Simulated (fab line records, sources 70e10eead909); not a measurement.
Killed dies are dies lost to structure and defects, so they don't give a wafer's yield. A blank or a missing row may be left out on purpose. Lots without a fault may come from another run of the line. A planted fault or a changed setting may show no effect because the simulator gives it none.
Chamber matching | flow nand_harc | NHARC_A_CHANNEL_FILL_D2_ALD_25 on ald_hk-03: 4 sister chambers
The step deposits SiOx, target thk 60 nm, pulse time 10 s, ald cycles 600. 4 wafers are shown with their chamber, then 7 later ones without.

WAFERS WITH THEIR CHAMBER
wafer  | chamber | heater_power_w (W)
L087.1 | 2       | 679
L087.6 | 3       | 467
L089.2 | 1       | 448
L089.5 | 0       | 420

WAFERS WITHOUT THEIR CHAMBER
wafer  | heater_power_w (W)
L089.6 | 435
L090.2 | 468
L090.5 | 435
L090.6 | 411
L093.1 | 406
L093.4 | 670
L093.6 | 414

WHICH CHAMBER EACH WENT THROUGH
wafer  | from the rows above          | in truth
L089.6 | can't be placed: 1 or 0 or 3 | 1
L090.2 | can't be placed: 3 or 1      | 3
L090.5 | can't be placed: 1 or 0 or 3 | 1
L090.6 | 0                            | 0
L093.1 | 0                            | 0
L093.4 | 2                            | 2
L093.6 | 0                            | 0
Placed correctly: 4 of 7. Can't be placed from these rows: 3 (the true chamber is among the candidates in 3). Placed wrongly: 0.
How it was worked out, from the rows above alone: a wafer's distance from a chamber is the root of the sum, over the readings, of the square of ((its reading less the chamber's mean) divided by the reading's scatter). The wafer belongs to the nearest chamber; if the next one is less than 2 further off, it can't be placed. A chamber's mean is the mean of its shown wafers. The scatter: with one shown wafer a chamber, the root of the mean of the squares of how far each hidden wafer lies from its nearest shown one.
